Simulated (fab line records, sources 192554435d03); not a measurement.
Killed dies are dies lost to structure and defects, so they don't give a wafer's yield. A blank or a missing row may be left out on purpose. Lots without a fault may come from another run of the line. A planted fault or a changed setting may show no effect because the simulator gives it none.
Split-lot experiment | flow n5_finfet | 7 lots, 39 wafers read, on a route of 1938 steps

THE SPLIT
At N5_GATE_CUT_ETCH_56 (etches TiN in Cl2/Ar, target depth 21.6 nm), the setting target_depth_a was moved away from the recipe's 216 angstrom on 15 of the 39 wafers read, by -12.5% to +8.2%. The other wafers ran this setting at the recipe's value.

The reading is taken at the split's own step.

THE READING
etch.depth_nm (the simulator's own value, which no gauge read), in nm, at N5_GATE_CUT_ETCH_56 (etches TiN in Cl2/Ar, target depth 21.6 nm). The file gives no usual value for it. The 24 wafers here that ran the recipe average 21.02 nm, standard deviation 0.37 nm.

wafer  | tool, chamber at the split | target_depth_a as run, angstrom | against the recipe | etch.depth_nm, nm | against lot-mates on the recipe
L075.1 | rie_metal-01, 0            | 216                             | recipe             | 20.94             | -
L075.2 | rie_metal-01, 1            | 216                             | recipe             | 20.79             | -
L075.3 | rie_metal-01, 1            | 216                             | recipe             | 20.57             | -
L076.1 | rie_metal-01, 1            | 233.7                           | +8.2%              | 22.67             | +1.65
L076.2 | rie_metal-01, 0            | 216                             | recipe             | 21.12             | -
L076.3 | rie_metal-01, 0            | 216                             | recipe             | 20.92             | -
L076.4 | rie_metal-01, 1            | 216                             | recipe             | 21.02             | -
L076.5 | rie_metal-01, 1            | 233.7                           | +8.2%              | 22.66             | +1.64
L076.6 | rie_metal-01, 0            | 233.7                           | +8.2%              | 22.82             | +1.80
L079.1 | rie_metal-01, 1            | 216                             | recipe             | 20.74             | -
L079.2 | rie_metal-01, 0            | 216                             | recipe             | 20.82             | -
L079.3 | rie_metal-01, 1            | 216                             | recipe             | 20.66             | -
L079.4 | rie_metal-01, 0            | 216                             | recipe             | 20.88             | -
L079.5 | rie_metal-01, 1            | 216                             | recipe             | 20.8              | -
L079.6 | rie_metal-01, 0            | 216                             | recipe             | 20.93             | -
L080.1 | rie_metal-01, 1            | 194.1                           | -10.1%             | 18.67             | -2.10
L080.2 | rie_metal-01, 0            | 194.1                           | -10.1%             | 18.94             | -1.83
L080.3 | rie_metal-01, 1            | 216                             | recipe             | 20.61             | -
L080.4 | rie_metal-01, 0            | 194.1                           | -10.1%             | 18.89             | -1.88
L080.5 | rie_metal-01, 0            | 216                             | recipe             | 20.9              | -
L080.6 | rie_metal-01, 1            | 216                             | recipe             | 20.79             | -
L082.1 | rie_metal-01, 0            | 216                             | recipe             | 20.85             | -
L082.2 | rie_metal-01, 1            | 216                             | recipe             | 20.89             | -
L082.3 | rie_metal-01, 0            | 216                             | recipe             | 20.6              | -
L082.4 | rie_metal-01, 1            | 203.2                           | -5.9%              | 19.62             | -1.16
L082.5 | rie_metal-01, 0            | 203.2                           | -5.9%              | 19.76             | -1.02
L082.6 | rie_metal-01, 1            | 203.2                           | -5.9%              | 19.49             | -1.29
L095.1 | rie_metal-02, 1            | 206.9                           | -4.2%              | 20.94             | -0.86
L095.2 | rie_metal-02, 0            | 206.9                           | -4.2%              | 20.69             | -1.11
L095.3 | rie_metal-02, 1            | 216                             | recipe             | 21.83             | -
L095.4 | rie_metal-02, 0            | 206.9                           | -4.2%              | 20.65             | -1.15
L095.5 | rie_metal-02, 1            | 216                             | recipe             | 21.87             | -
L095.6 | rie_metal-02, 0            | 216                             | recipe             | 21.69             | -
L097.1 | rie_metal-03, 1            | 189                             | -12.5%             | 18.61             | -2.77
L097.2 | rie_metal-03, 1            | 189                             | -12.5%             | 18.75             | -2.63
L097.3 | rie_metal-03, 1            | 216                             | recipe             | 21.51             | -
L097.4 | rie_metal-03, 1            | 216                             | recipe             | 21.32             | -
L097.5 | rie_metal-03, 1            | 216                             | recipe             | 21.31             | -
L097.6 | rie_metal-03, 1            | 189                             | -12.5%             | 18.87             | -2.51

THE FIT
A straight line over all 39 wafers: etch.depth_nm changes by +0.197 nm for each +1% of target_depth_a; r = +0.94; the points scatter about the line by 0.36 nm.
The same after taking each lot's own level away (the mean of its wafers on the recipe; 39 wafers): +0.205 nm for each +1%; r = +0.99; scatter 0.13 nm.
On that fit, the largest move of target_depth_a shifts the reading by 2.6 nm.
The lots' own levels span 20.767 to 21.797 nm, that is 2.8 times the standard deviation above.
So the lot-to-lot level changes the slope little: the two slopes agree.
Check: with one of the wafers moved furthest among these (-12.5%) left out of the fit, the line predicts -2.53 nm for it against its lot-mates. It came out at -2.77 nm against them.

OTHER SPLITS ON THESE WAFERS
These wafers also went through other splits before the reading. Each is held against what the fit with the lots' levels taken away leaves over:
other split on the same wafers | wafers away from the commonest value | r with etch.depth_nm (lot level and that fit taken away)
N5_HKMG_FIN_ETCH_58 bias_w     | 12                                   | +0.11

THE FILE'S OWN FIT
etch.depth_nm changes by +0.205 nm for each +1% of target_depth_a, r = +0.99.
